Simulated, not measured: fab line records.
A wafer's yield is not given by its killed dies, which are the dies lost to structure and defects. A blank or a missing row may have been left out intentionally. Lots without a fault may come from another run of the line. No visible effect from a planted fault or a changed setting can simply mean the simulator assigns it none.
A lot that was struck, set against a sound lot / flow n5_finfet / 20 steps out of a route of 1938
Sound: the wafers L805.2, L805.3, L805.6. Wafers struck: L802.2, L802.4, L802.6. Last of all comes the cause.
For every step that has rows: the tool of each side, followed by ch and its chambers, followed by its first start. Under that, the readings that differ: sound wafers / struck wafers / difference of the means / sigmas: that difference in standard deviations of wafers without a fault.
alike: a reading whose means differ by less than 2 such deviations, as well as words and numbers matching on both sides. not compared: withheld readings; readings where some wafer has no value; bounds like >300 that might hide an equal value; numbers whose values overlap and for which the record gives no deviation.
A row with sigmas, a row that says differs or no value, or rows on one side alone: a step with any of these is where the two part. When numbers do not overlap yet have no deviation, they are printed without sigmas and do not part them. Lack of a reading on every wafer of one side parts them only where that side has two or more wafers.

N5_FIN_SAQP_CD_MEAS_37: the cd target is 8 nm.
  struck on cd_sem-01, day 6 09:29; sound on cd_sem-03, day 7 04:08
  alike: cd_nm
then, 3 steps without rows for these wafers: N5_FIN_SAQP_PRECLEAN_38 (cleans in O3/DIW, time 45 s); N5_FIN_SAQP_PRECLEAN_45 (cleans in dHF, time 10 s); N5_FIN_SAQP_SRD_39 (time 30 s).
N5_FIN_SAQP_OCD_MEAS_76:
  struck on ocd-01, day 6 09:37; sound on ocd-02, day 7 04:14
  alike: trench_depth_nm
N5_FIN_SAQP_INSPECT_40: inspects for defects (brightfield).
  struck on defect_inspect-02, day 6 09:38; sound on defect_inspect-01, day 7 04:16
  alike: raw_defect_count
then, 6 steps without rows for these wafers: N5_FIN_CUT_COAT_18 (time 60 s, resist thk 230 nm); N5_FIN_CUT_COAT_19 (time 60 s, resist thk 20 nm); N5_FIN_CUT_COAT_29 (time 60 s, resist thk 10 nm); N5_FIN_CUT_COAT_02 (resist thk 30 nm); N5_FIN_CUT_EBR_04; N5_FIN_CUT_SOFTBAKE_03 (time 60 s).
N5_FIN_CUT_EXPOSE_05: exposes mask FIN CUT.
  sound on euv_scanner-02 ch 0, day 7 04:34; struck on euv_scanner-01 ch 0, day 6 09:49
reading=model.FIN_CUT.overlay_x_nm (nm); sound=-0.4 -0.4 -0.4; struck=12.8 12.8 12.8; difference=+13.2; sigmas=
  alike: mask
then, 2 steps without rows for these wafers: N5_FIN_CUT_PEB_06 (peb time 60 s); N5_FIN_CUT_DEVELOP_07 (develop time 30 s).
N5_FIN_CUT_CD_MEAS_08: the cd target is 29.1 nm.
  sound on cd_sem-02 ch 0, day 7 04:42; struck on cd_sem-02 ch 0, day 6 09:56
  alike: cd_nm
N5_FIN_CUT_OVL_MEAS_09:
  sound on overlay-02 ch 0, day 7 04:44; struck on overlay-02 ch 0, day 6 09:58
reading=FIN_CUT_OVL (nm); sound=-0.1 -0.6 0.7; struck=13.9 13.5 12.9; difference=+13.4; sigmas=+22
N5_FIN_CUT_INSPECT_10: inspects for defects (brightfield).
  struck on defect_inspect-01, day 6 10:02; sound on defect_inspect-02, day 7 04:47
  alike: raw_defect_count
-- the record jumps here: 6 days lie between the struck wafers' starts before and after (it left off in module FIN_CUT and takes up again in module BEOL_M4, whose first step shown is number 1111 of the route) --
N5_BEOL_M4_RC_MEAS_101:
  sound on prober-01 ch 0, day 13 15:38; struck on prober-02 ch 0, day 12 18:57
  alike: DIBL_N, DIBL_P, IOFF_N, IOFF_P, ION_N, ION_P, SS_N, SS_P, VT_N, VT_P
then, 1 step without rows for these wafers: N5_PASSIVATION_PROBE_49.

## WHERE THEY PART
Only at N5_FIN_CUT_OVL_MEAS_09, as far as this record shows. Later steps at which nothing parts them and some readings are alike: N5_FIN_CUT_INSPECT_10, N5_BEOL_M4_RC_MEAS_101.

WHY: the cause the simulator had injected
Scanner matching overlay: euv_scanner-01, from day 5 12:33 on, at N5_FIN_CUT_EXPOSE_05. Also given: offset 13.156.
